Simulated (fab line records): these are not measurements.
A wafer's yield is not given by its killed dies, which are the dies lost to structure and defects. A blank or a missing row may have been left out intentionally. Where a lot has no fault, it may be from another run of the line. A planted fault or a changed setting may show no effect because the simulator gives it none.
Chamber matching ; flow n5Finfet ; 3 sister chambers for N5_BEOL_M4_ILD_DEP_00 on pecvd-04
The step deposits SiOC from DEMS/O2, target thk 79 nm, time 15.3 s. 16 wafers are shown with their chamber, then 8 later ones without.

== WAFERS WITH THEIR CHAMBER ==
wafer;chamber;throttleValvePct (%);showerheadPlenumPTorr (Torr);heaterPowerW (W)
L075.1;0;12.3;5.719;360
L075.2;2;11.5;5.702;486
L075.3;1;12.0;5.692;431
L075.4;1;12.1;5.701;443
L075.5;0;12.2;5.718;365
L075.6;2;11.4;5.699;479
L078.1;0;12.2;5.722;380
L078.3;2;11.5;5.705;418
L078.5;1;12.3;5.690;357
L080.2;1;12.4;5.682;428
L080.5;1;12.2;5.709;421
L080.6;2;11.5;5.700;392
L087.1;2;11.6;5.707;485
L087.2;1;12.5;5.692;373
L087.3;0;12.6;5.719;313
L087.4;0;12.3;5.718;317

SIGNATURES, as means of the wafers listed above
reading;chamber 0;chamber 1;chamber 2;scatter within a chamber
throttleValvePct;12.320;12.250;11.500;0.153
showerheadPlenumPTorr;5.71920;5.69433;5.70260;0.00619
heaterPowerW;347.00;408.83;452.00;36.7
Rule: for a wafer and a chamber, the distance is found by dividing, reading by reading, the gap between the wafer's reading and the chamber's mean by the reading's scatter, squaring, summing and taking the root. The wafer belongs to the nearest chamber; if the next one is less than 2 further off, it can't be placed. The scatter: take each reading less its chamber's mean, square it, sum over the shown wafers, divide by the number of wafers less the number of chambers, and take the root.

== WAFERS WHOSE CHAMBER IS MISSING ==
wafer;throttleValvePct (%);showerheadPlenumPTorr (Torr);heaterPowerW (W)
L087.5;11.4;5.721;471
L087.6;12.2;5.670;377
L090.4;12.7;5.711;316
L090.5;12.3;5.685;418
L090.6;11.4;5.729;478
L093.2;12.4;5.718;386
L093.3;11.7;5.710;485
L093.5;12.4;5.680;379

== CHAMBER TAKEN BY EACH ==
wafer;from the rows above;in truth
L087.5;2;2
L087.6;1;1
L090.4;can't be placed: 0 or 1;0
L090.5;1;1
L090.6;2;2
L093.2;0;0
L093.3;2;2
L093.5;1;1
Placed correctly: 7 of 8. From these rows, 1 cannot be placed; in 1 the true chamber is one of the candidates. Wrongly placed: 0.
